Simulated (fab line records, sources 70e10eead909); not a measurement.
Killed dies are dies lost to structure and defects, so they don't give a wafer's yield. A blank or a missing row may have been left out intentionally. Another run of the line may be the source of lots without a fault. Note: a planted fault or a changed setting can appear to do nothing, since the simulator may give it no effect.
Matching of chambers ; flow nand-harc ; NHARC_P_GATE_ALD_36 on ald-sin-04 has 4 sister chambers
The step deposits SiNx, target thk 20 nm, pulse time 60 s, ald cycles 223. 18 wafers are shown with their chamber, then 9 later ones without.

WAFERS WITH THEIR CHAMBER
wafer;chamber;heater-power-outer-w (W);heater-power-w (W);susceptor-temp-C (C)
L074.3;3;499;807;399.69
L074.4;1;643;991;399.34
L074.5;3;498;788;399.73
L076.3;0;481;833;399.82
L076.2;2;570;890;400.11
L076.4;3;497;816;399.69
L079.1;3;489;803;400.14
L079.2;0;479;822;400.04
L079.5;0;469;839;399.81
L083.3;1;659;984;399.83
L083.2;3;493;796;400.19
L083.6;1;631;975;399.89
L084.2;1;648;994;399.49
L084.1;2;562;904;399.88
L084.5;3;483;802;399.92
L087.2;0;472;843;399.84
L087.4;1;657;979;400.10
L087.1;2;571;923;400.04

SIGNATURES (means of the wafers above)
reading;chamber 0;chamber 1;chamber 2;chamber 3;scatter within a chamber
heater-power-outer-w;475.25;647.60;567.67;493.17;7.81
heater-power-w;834.25;984.60;905.67;802.00;10.4
susceptor-temp-C;399.8775;399.7300;400.0100;399.8933;0.224
Rule: for each reading, subtract the chamber's mean from the wafer's reading, divide by that reading's scatter and square the result; add these up over the readings and take the root, which gives the wafer's distance from the chamber. If the next closest chamber is less than 2 further off than the closest, the wafer can't be placed; otherwise it belongs to the closest. How the scatter is found: for the shown wafers, subtract from each reading the mean of its chamber, square and add these, divide the total by (wafers less chambers), then take the root.

WAFERS WHOSE CHAMBER IS MISSING
wafer;heater-power-outer-w (W);heater-power-w (W);susceptor-temp-C (C)
L089.2;495;787;399.34
L089.4;486;823;400.29
L089.6;493;777;400.11
L093.2;455;789;399.98
L093.4;569;898;400.35
L093.1;508;813;399.92
L096.4;474;822;399.89
L096.2;616;943;399.76
L096.5;631;906;399.89

CHAMBER TAKEN BY EACH
wafer;from the rows above;in truth
L089.2;3;3
L089.4;can't be placed: 0 or 3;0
L089.6;3;3
L093.2;can't be placed: 3 or 0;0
L093.4;2;2
L093.1;3;3
L096.4;can't be placed: 0 or 3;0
L096.2;can't be placed: 1 or 2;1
L096.5;can't be placed: 1 or 2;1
Placed correctly: 4 of 9. Not placeable from these rows: 5 (in 5, the candidates include the true chamber). Number placed wrongly: 0.
